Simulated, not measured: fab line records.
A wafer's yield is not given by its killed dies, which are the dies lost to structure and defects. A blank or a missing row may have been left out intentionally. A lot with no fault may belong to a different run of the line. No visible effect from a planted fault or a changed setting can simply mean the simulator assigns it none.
fab line records	flow nand-harc
record: lots: 6	wafers: 18	last-day: 24
route steps=1159 shown P_M0@262 END@1159
lots untouched by any fault: they come from a run of this same line in which no faults occurred
start-h: start of the lot's first displayed wafer, in hours after the record's first day	wait-h: how many hours have passed since the lot's step before this one	" repeats the value in the row above	L1.1+2: a row that stands for several wafers	- no value, or no start was given	* or withheld: withheld	< > ~ a bound
route shown NAME@n: names a module that has steps shown in the file, with the first one's number in the route	usual: mean/standard deviation of fault-free wafers	same: alike in all rows	chamber/n: place in a boat	sites: readings site by site	_std_site: their standard deviation	_edge_site: mean of outer sites minus mean of inner sites	radius-mm: for every site, how far away it sits from the centre of the wafer	mask NAME#n: copy n	behind: the most recent tool/chamber to have shaped the wafer	hold: why the lot was held/for how many hours/how that ended	device: transistor that didn't switch, given as n, p or np	end of line: the route-end tests of the same wafers	a step without rows: its recipe alone	killed: the dies lost at the first sort to structure and to defects; this is not the yield of the wafer	map: a wafer's dies, marking killed ones x, the rest . and places with no die _
set.NAME: setting as actually run; set.NAME@STEP: the setting as run at that earlier step	model.NAME: the simulator's own value behind a step, which no gauge read
certain route steps with their lots: each step a table, each wafer a row
services: when a tool's chamber went out of use (start-h, in hours from the record's first day, below 0 if earlier), for how many hours, and the reason
== steps ==
step: NHARC_P_M0_DEVELOP_08
recipe: develop-time-s: 35	dev-temp-c: 23
step: NHARC_P_M0_CD_MEAS_09
recipe: target-cd-nm: 90	landing-energy-ev: 500
usual: cd-nm: 90.4/0.76
lot.wafer	tool	chamber	start-h	wait-h	cd-nm
L816.1	cd-sem-03	0	118.69	-	90.8
L816.4	"	0	"	"	89.9
L816.5	"	0	"	"	90.8
L819.2	cd-sem-02	0	140.25	-	89.3
L819.3	"	0	"	"	89.2
L819.5	"	0	"	"	90.6
L824.2	cd-sem-03	0	168.46	-	92.0
L824.4	"	0	"	"	90.1
L824.5	"	0	"	"	90.9
L828.3	cd-sem-03	0	189.43	-	91.0
L828.4	"	0	"	"	89.6
L828.5	"	0	"	"	90.4
L830.3	cd-sem-01	0	204.71	-	91.1
L830.4	"	0	"	"	90.5
L830.6	"	0	"	"	90.7
L832.2	cd-sem-01	0	220.74	-	89.7
L832.5	"	0	"	"	89.5
L832.6	"	0	"	"	89.3
step: NHARC_P_M0_OVL_MEAS_10
recipe: pitch-nm: 180
usual: overlay-x-nm: -0.2/0.77	overlay-y-nm: -0.1/0.71
lot.wafer	tool	chamber	start-h	wait-h	overlay-x-nm	overlay-y-nm
L816.1	overlay-01	-	118.78	-	-0.4	-0.3
L816.4	"	-	"	"	0.2	0.1
L816.5	"	-	"	"	0.2	0.1
L819.2	overlay-02	-	140.34	-	0.5	-0.1
L819.3	"	-	"	"	0.6	-0.6
L819.5	"	-	"	"	0.4	-1.0
L824.2	overlay-01	-	168.54	-	0.4	0.2
L824.4	"	-	"	"	0.3	0.7
L824.5	"	-	"	"	-0.5	0.5
L828.3	overlay-01	-	189.52	-	-1.0	-0.3
L828.4	"	-	"	"	-0.7	-0.9
L828.5	"	-	"	"	-1.1	-1.2
L830.3	overlay-02	-	204.80	-	-0.6	1.5
L830.4	"	-	"	"	-0.5	1.3
L830.6	"	-	"	"	-0.7	1.1
L832.2	overlay-02	-	220.83	-	-0.1	-1.8
L832.5	"	-	"	"	0.2	-2.0
L832.6	"	-	"	"	-0.1	-1.8
step: NHARC_P_M0_INSPECT_11
usual: raw-defect-count: 4.0/2.4
lot.wafer	tool	chamber	start-h	wait-h	raw-defect-count
L816.1	defect-inspect-02	-	118.81	0.0	5
L816.4	"	-	"	"	6
L816.5	"	-	"	"	1
L819.2	defect-inspect-01	-	140.37	0.0	4
L819.3	"	-	"	"	7
L819.5	"	-	"	"	3
L824.2	defect-inspect-02	-	168.58	0.0	6
L824.4	"	-	"	"	2
L824.5	"	-	"	"	5
L828.3	defect-inspect-02	-	189.55	0.0	5
L828.4	"	-	"	"	5
L828.5	"	-	"	"	9
L830.3	defect-inspect-01	-	204.83	0.0	3
L830.4	"	-	"	"	5
L830.6	"	-	"	"	2
L832.2	defect-inspect-01	-	220.86	0.0	4
L832.5	"	-	"	"	3
L832.6	"	-	"	"	2
step: NHARC_P_M0_DESCUM_14
recipe: time-s: 3	o2-flow-sccm: 200	ar-flow-sccm: 0	bias-power-w: 0	chemistry: O2
usual: drypump-motor-current-A: 5.8/0.39	oes-product-au: 0.997/0.012	rf-vpp-V: 57.9/0.93	showerhead-plenum-p-Torr: 1.93/0.098	throttle-valve-pct: 11.311/0.0087
lot.wafer	tool	chamber	start-h	wait-h	drypump-motor-current-A	oes-product-au	rf-hours-counter-h	rf-vpp-V	showerhead-plenum-p-Torr	throttle-valve-pct
L816.1	rie-diel-02	1	118.88	0.1	5.9	1.005	9	57.8	1.78	11.325
L816.4	"	0	"	"	5.6	0.976	9	58.3	2.01	11.317
L816.5	"	2	"	"	5.4	0.990	-	59.1	2.03	11.326
L819.2	rie-diel-10	0	140.44	0.1	6.3	1.001	7	57.9	2.05	11.312
L819.3	"	1	"	"	5.2	0.975	7	58.2	1.82	11.310
L819.5	"	0	"	"	6.3	0.998	-	57.7	2.05	11.313
L824.4	rie-diel-02	0	168.65	0.1	5.7	0.994	1	58.5	2.01	11.323
L824.2	"	1	"	"	5.9	1.005	1	57.7	1.78	11.314
L824.5	"	0	"	"	5.6	1.009	-	58.1	2.01	11.316
L828.4	rie-diel-09	3	189.62	0.1	6.0	1.027	6	58.2	1.95	11.308
L828.3	"	1	"	"	6.1	1.002	8	60.1	2.04	11.305
L828.5	"	3	"	"	6.0	1.013	-	59.2	1.95	11.296
L830.4	rie-diel-02	3	204.89	0.1	5.6	0.988	2	56.9	1.88	11.305
L830.3	"	2	"	"	5.5	0.988	3	60.1	2.03	11.323
L830.6	"	0	"	"	5.7	1.008	-	59.4	2.01	11.308
L832.2	rie-diel-02	0	220.94	0.1	5.6	1.008	3	58.7	2.01	11.302
L832.6	"	2	"	"	5.5	0.992	-	58.9	2.03	11.319
L832.5	"	3	"	"	5.6	0.984	-	57.6	1.88	11.321
step: NHARC_P_M0_ETCH_34
recipe: target-depth-a: 400	overetch-a: 120	time-s: 43.94	ion-energy-ev: 200	n2-flow-sccm: 150	h2-flow-sccm: 150	ar-flow-sccm: 0	rf-w: 400	bias-w: 150	chemistry: N2/H2
step: NHARC_P_M0_ETCH_15
recipe: target-depth-a: 1500	overetch-a: 150	time-s: 82.5	c4f8-flow-sccm: withheld	ar-flow-sccm: 400	rf-w: 600	bias-w: 300	chemistry: C4F8/Ar
usual: oes-product-au: 0.952/0.024	rf-vpp-V: 441/3
lot.wafer	tool	chamber	start-h	wait-h	oes-product-au	rf-hours-counter-h	rf-vpp-V
L816.1	rie-diel-02	0	-	-	0.930	9	445
L816.4	"	1	"	"	0.938	9	437
L816.5	"	1	"	"	0.922	-	437
L819.2	rie-diel-10	3	-	-	0.940	7	439
L819.3	"	2	"	"	0.976	7	445
L819.5	"	3	"	"	0.934	-	438
L824.4	rie-diel-02	1	-	-	0.984	1	437
L824.2	"	3	"	"	0.957	1	439
L824.5	"	1	"	"	0.994	-	438
L828.3	rie-diel-09	0	-	-	0.926	7	444
L828.4	"	1	"	"	0.933	8	444
L828.5	"	0	"	"	0.935	-	445
L830.4	rie-diel-02	2	-	-	0.960	3	444
L830.3	"	0	"	"	0.968	3	443
L830.6	"	1	"	"	0.982	-	437
L832.2	rie-diel-02	2	-	-	0.949	3	444
L832.5	"	0	"	"	0.980	-	444
L832.6	"	1	"	"	0.985	-	437
step: NHARC_P_M0_CD_MEAS_16
usual: cd-nm: 90.3/0.83
lot.wafer	tool	chamber	start-h	wait-h	cd-nm
L816.1	cd-sem-03	-	119.18	-	90.2
L816.4	"	-	"	"	90.2
L816.5	"	-	"	"	89.7
L819.2	cd-sem-03	-	140.73	-	89.0
L819.3	"	-	"	"	90.1
L819.5	"	-	"	"	90.8
L824.2	cd-sem-01	-	168.94	-	91.8
L824.4	"	-	"	"	90.0
L824.5	"	-	"	"	91.4
L828.3	cd-sem-03	-	189.92	-	91.1
L828.4	"	-	"	"	89.3
L828.5	"	-	"	"	90.8
L830.3	cd-sem-01	-	205.20	-	91.2
L830.4	"	-	"	"	89.7
L830.6	"	-	"	"	90.6
L832.2	cd-sem-01	-	221.22	-	89.6
L832.5	"	-	"	"	89.3
L832.6	"	-	"	"	88.6
step: NHARC_P_M0_STRIP_18
recipe: power-w: 1000	n2-flow-sccm: 150	h2-flow-sccm: 150	ar-flow-sccm: 0	bias-w: 0	chemistry: N2/H2
usual: drypump-motor-current-A: 5.9/0.45	h2-flow-sccm: 150.0/0.42	oes-product-au: 0.995/0.012	rf-vpp-V: 90.8/1.1	showerhead-plenum-p-Torr: 2.07/0.11	throttle-valve-pct: 14.171/0.0094
lot.wafer	tool	chamber	start-h	wait-h	drypump-motor-current-A	h2-flow-sccm	oes-product-au	rf-hours-counter-h	rf-vpp-V	showerhead-plenum-p-Torr	throttle-valve-pct
L816.4	rie-diel-09	3	119.30	0.1	6.0	150.9	1.016	1	88.9	2.08	14.174
L816.1	"	0	"	"	6.1	149.9	0.999	1	91.4	2.16	14.171
L816.5	"	1	"	"	6.1	149.7	1.001	-	90.8	2.18	14.201
L819.3	rie-diel-10	2	140.83	0.1	6.6	149.8	0.996	7	90.9	2.17	14.170
L819.2	"	0	"	"	6.3	150.0	1.005	7	91.9	2.18	14.182
L819.5	"	1	"	"	5.3	149.5	0.980	-	88.9	1.94	14.159
L824.4	rie-diel-10	0	169.02	0.1	6.3	149.5	1.003	10	91.2	2.18	14.168
L824.2	"	2	"	"	6.6	150.5	0.982	10	90.3	2.17	14.160
L824.5	"	1	"	"	5.2	149.6	0.968	-	89.9	1.93	14.164
L828.4	rie-diel-10	3	190.04	0.1	5.8	148.9	1.000	0	90.2	1.96	14.174
L828.3	"	0	"	"	6.3	149.9	0.998	0	91.6	2.18	14.168
L828.5	"	2	"	"	6.6	150.1	0.985	-	90.9	2.16	14.175
L830.4	rie-diel-10	2	205.27	0.1	6.6	150.2	0.988	1	90.4	2.16	14.167
L830.3	"	3	"	"	5.7	150.2	0.995	0	90.6	1.96	14.160
L830.6	"	3	"	"	5.7	149.7	1.005	-	90.0	1.96	14.175
L832.2	rie-diel-10	1	221.35	0.1	5.3	150.2	0.987	2	90.2	1.93	14.181
L832.6	"	3	"	"	5.8	149.8	1.014	-	89.9	1.96	14.159
L832.5	"	0	"	"	6.3	149.8	1.009	-	90.8	2.18	14.166
step: NHARC_P_M0_STRIP_19
recipe: time-s: 600	temp-c: 30	chemistry: post-etch-residue-remover
step: NHARC_P_M0_DEGAS_28
recipe: temp-c: 250	time-s: 60
usual: heater-power-w: 343/30
lot.wafer	tool	chamber	start-h	wait-h	heater-power-w
L816.1	pvd-sputter-03	-	119.79	-	336
L816.4	"	-	"	"	329
L816.5	"	-	"	"	265
L819.2	pvd-sputter-02	-	141.37	-	309
L819.3	"	-	"	"	315
L819.5	"	-	"	"	309
L824.4	pvd-sputter-02	-	169.60	-	305
L824.2	"	-	"	"	336
L824.5	"	-	"	"	360
L828.3	pvd-sputter-03	-	190.53	-	272
L828.4	"	-	"	"	338
L828.5	"	-	"	"	356
L830.4	pvd-sputter-02	-	205.81	-	354
L830.3	"	-	"	"	317
L830.6	"	-	"	"	360
L832.2	pvd-sputter-01	-	221.84	-	380
L832.6	"	-	"	"	380
L832.5	"	-	"	"	328
step: NHARC_P_M0_PRE_CLEAN_29
recipe: time-s: 30	temp-c: 280	gas: H2/He
step: NHARC_P_M0_PVD_20
recipe: target-thk-a: 50	bias-v: 168.6	power-w: 15000	chamber-pressure-pa: 0.12	time-s: 8.06	substrate-temp-c: 50	material: TaN
usual: throttle-valve-pct: 30.3/1
lot.wafer	tool	chamber	start-h	wait-h	throttle-valve-pct
L816.1	pvd-sputter-03	-	119.91	-	28.8
L816.4	"	-	"	"	29.5
L816.5	"	-	"	"	29.0
L819.2	pvd-sputter-02	-	141.62	-	29.9
L819.3	"	-	"	"	32.7
L819.5	"	-	"	"	29.7
L824.4	pvd-sputter-02	-	169.70	-	32.5
L824.2	"	-	"	"	29.7
L824.5	"	-	"	"	32.6
L828.3	pvd-sputter-03	-	190.65	-	29.9
L828.4	"	-	"	"	29.4
L828.5	"	-	"	"	27.6
L830.4	pvd-sputter-02	-	205.93	-	29.9
L830.3	"	-	"	"	32.7
L830.6	"	-	"	"	29.7
L830.4	pvd-sputter-02	-	206.19	-	29.9
L830.3	"	-	"	"	32.7
L830.6	"	-	"	"	29.8
L832.2	pvd-sputter-01	-	221.98	-	30.0
L832.6	"	-	"	"	31.0
L832.5	"	-	"	"	29.6
L832.2	pvd-sputter-01	-	222.25	-	29.7
L832.6	"	-	"	"	31.0
L832.5	"	-	"	"	29.8
step: NHARC_P_M0_PVD_21
recipe: target-thk-a: 300	chamber-pressure-pa: 5	power-w: 5000	substrate-temp-c: 30	time-s: 20.49	material: Cu
usual: throttle-valve-pct: 30.3/0.95
lot.wafer	tool	chamber	start-h	wait-h	throttle-valve-pct
L816.4	pvd-sputter-03	-	-	-	29.4
L816.1	"	-	"	"	28.8
L816.5	"	-	"	"	30.5
L819.2	pvd-sputter-02	-	-	-	29.7
L819.3	"	-	"	"	29.9
L819.5	"	-	"	"	29.9
L824.2	pvd-sputter-02	-	-	-	31.7
L824.4	"	-	"	"	29.9
L824.5	"	-	"	"	31.6
L828.3	pvd-sputter-03	-	-	-	29.2
L828.4	"	-	"	"	30.1
L828.5	"	-	"	"	29.3
L830.3	pvd-sputter-02	-	-	-	29.7
L830.4	"	-	"	"	29.8
L830.6	"	-	"	"	32.7
L832.2	pvd-sputter-01	-	-	-	30.8
L832.5	"	-	"	"	30.8
L832.6	"	-	"	"	29.5
step: NHARC_END_SORT_01
recipe: temp-c: 25
usual: defect-limited-yield: 95.6/1.6	killed-at-array: 26/11	killed-at-other: 0.4/0.78	killed-at-periphery: 3.4/2.4	killed-dies: 29/11	killed-open: 3.1/1.9	killed-short: 1.9/1.4	sort_bin_2_pct: 1.3/0.63	sort_bin_3_pct: 0.20/0.18	sort_bin_4_pct: 2.8/1.1	sort-n-pass: 648/11	sort-rim-yield-pct: 95/3.4	sort-yield-pct: 95.6/1.6
same: gross-dies: 677	sort_bin_5_pct[%]: 0	sort_bin_6_pct[%]: 0	sort_bin_7_pct[%]: 0	sort_bin_8_pct[%]: 0	sort-rim-n-gross: 106.00
lot.wafer	tool	chamber	start-h	wait-h	defect-limited-yield[%]	killed-at-array	killed-at-other	killed-at-periphery	killed-dies	killed-open	killed-short	sort_bin_2_pct[%]	sort_bin_3_pct[%]	sort_bin_4_pct[%]	sort-n-pass	sort-rim-yield-pct[%]	sort-yield-pct[%]
L816.1	prober-02	0	513.16	2.5	95.3	28	0	4	32	3	3	1.2	0.15	3.4	645	96	95.3
L816.4	prober-02	0	515.60	3.4	95.1	30	0	3	33	3	1	1.5	0.15	3.2	644	92	95.1
L816.5	prober-02	0	516.41	3.7	95.1	30	0	3	33	1	2	1.9	0	3.0	644	94	95.1
killed by level:class
L816.1 A_CHANNEL_HOLE_D1:chamber-film-flake=15 A_SLIT:chamber-film-flake=5 P_M0:geometric-particle:short=2 A_ONON_D1:geometric-particle:open=2 A_STAIRCASE:chamber-film-flake=2 A_CONTACT:chamber-film-flake=2 A_WL_FILL:geometric-particle:short=1 A_CONTACT:geometric-particle:open=1
L816.4 A_CHANNEL_HOLE_D1:chamber-film-flake=13 A_STAIRCASE:chamber-film-flake=5 A_ZERO_WELL:chamber-film-flake=3 A_SLIT:chamber-film-flake=3 A_ONON_D1:geometric-particle:short=1 A_ONON_D1:geometric-particle:open=1 A_CHANNEL_HOLE_D1:geometric-particle:open=1 A_CHANNEL_FILL_D1:geometric-particle:open=1
L816.5 A_CHANNEL_HOLE_D1:chamber-film-flake=15 A_SLIT:chamber-film-flake=6 A_STAIRCASE:chamber-film-flake=5 A_CONTACT:chamber-film-flake=2 P_GATE:geometric-particle:short=1 P_CONTACT:geometric-particle:open=1 A_ONON_D1:geometric-particle:short=1 P_GATE:chamber-film-flake=1
== services ==
tool	chamber	start-h	hours	kind
rie-diel-02	3	100.88	1.5	repair
rie-diel-02	0	105.78	-	clean
rie-diel-02	1	105.78	-	clean
rie-diel-02	2	105.78	-	clean
rie-diel-02	3	105.78	-	clean
rie-diel-02	-	109.02	3.3	repair
rie-diel-02	1	129.41	9.7	repair
rie-diel-02	0	130.28	-	clean
rie-diel-02	2	130.28	-	clean
rie-diel-02	3	130.28	-	clean
rie-diel-09	2	134.99	1.8	repair
rie-diel-02	2	136.05	7.4	repair
pvd-sputter-03	-	140.79	10.0	pm
rie-diel-09	2	141.75	3.5	repair
pvd-sputter-02	-	142.52	9.4	repair
rie-diel-02	-	150.70	9.0	pm
rie-diel-02	0	150.70	9.0	vent-cycle
rie-diel-02	1	150.70	9.0	vent-cycle
rie-diel-02	2	150.70	9.0	vent-cycle
rie-diel-02	3	150.70	9.0	vent-cycle
pvd-sputter-01	-	158.00	10.0	pm
rie-diel-02	0	159.70	-	clean
rie-diel-10	-	176.79	9.0	pm
pvd-sputter-02	-	214.00	10.0	pm
== key ==
first-sign: step: NHARC_P_M0_PVD_20	reading: visit	direction: added
effect none on later readings
met-at NHARC_P_M0_PVD_20
struck-wafers L830.3,L830.4,L830.6,L832.2,L832.5,L832.6
fault: kind: repeated-step-whole	tool: pvd-sputter-01,pvd-sputter-02,pvd-sputter-03	chamber: -	onset-h: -	steps: NHARC_P_M0_PVD_20	times: 1	scope: struck-lots-only
